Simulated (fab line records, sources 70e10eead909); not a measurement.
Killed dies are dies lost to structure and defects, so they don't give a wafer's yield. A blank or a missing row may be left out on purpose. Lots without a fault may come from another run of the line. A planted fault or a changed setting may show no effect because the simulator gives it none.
Chamber matching | flow nand_harc | NHARC_A_STAIRCASE_DEP_151 on pecvd-04: 3 sister chambers
The step deposits SiO2, target thk 7200 nm. 6 wafers are shown with their chamber, then 7 later ones without.

WAFERS WITH THEIR CHAMBER
wafer  | chamber | heater_power_w (W) | rf_fwd_power_W (W)
L427.3 | 2       | 780                | 501.4
L427.4 | 1       | 731                | 498.7
L435.1 | 2       | 831                | 499.1
L435.3 | 1       | 808                | 499.5
L442.2 | 0       | 774                | 499.1
L442.4 | 0       | 619                | 500.2

WAFERS WITHOUT THEIR CHAMBER
wafer  | heater_power_w (W) | rf_fwd_power_W (W)
L442.5 | 745                | 499.1
L443.2 | 788                | 500.9
L443.3 | 871                | 501.0
L443.5 | 644                | 500.0
L446.1 | 817                | 503.4
L446.4 | 715                | 502.7
L446.5 | 637                | 498.1

WHICH CHAMBER EACH WENT THROUGH
wafer  | from the rows above          | in truth
L442.5 | can't be placed: 1 or 0 or 2 | 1
L443.2 | can't be placed: 2 or 1 or 0 | 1
L443.3 | can't be placed: 2 or 1 or 0 | 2
L443.5 | can't be placed: 0 or 1 or 2 | 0
L446.1 | can't be placed: 2 or 0 or 1 | 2
L446.4 | can't be placed: 2 or 0 or 1 | 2
L446.5 | can't be placed: 0 or 1 or 2 | 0
Placed correctly: 0 of 7. Can't be placed from these rows: 7 (the true chamber is among the candidates in 7). Placed wrongly: 0.
How it was worked out, from the rows above alone: a wafer's distance from a chamber is the root of the sum, over the readings, of the square of ((its reading less the chamber's mean) divided by the reading's scatter). The wafer belongs to the nearest chamber; if the next one is less than 2 further off, it can't be placed. A chamber's mean is the mean of its shown wafers. The scatter: the root of (the sum of the squares of (reading less its chamber's mean) over the shown wafers, divided by (wafers less chambers)).
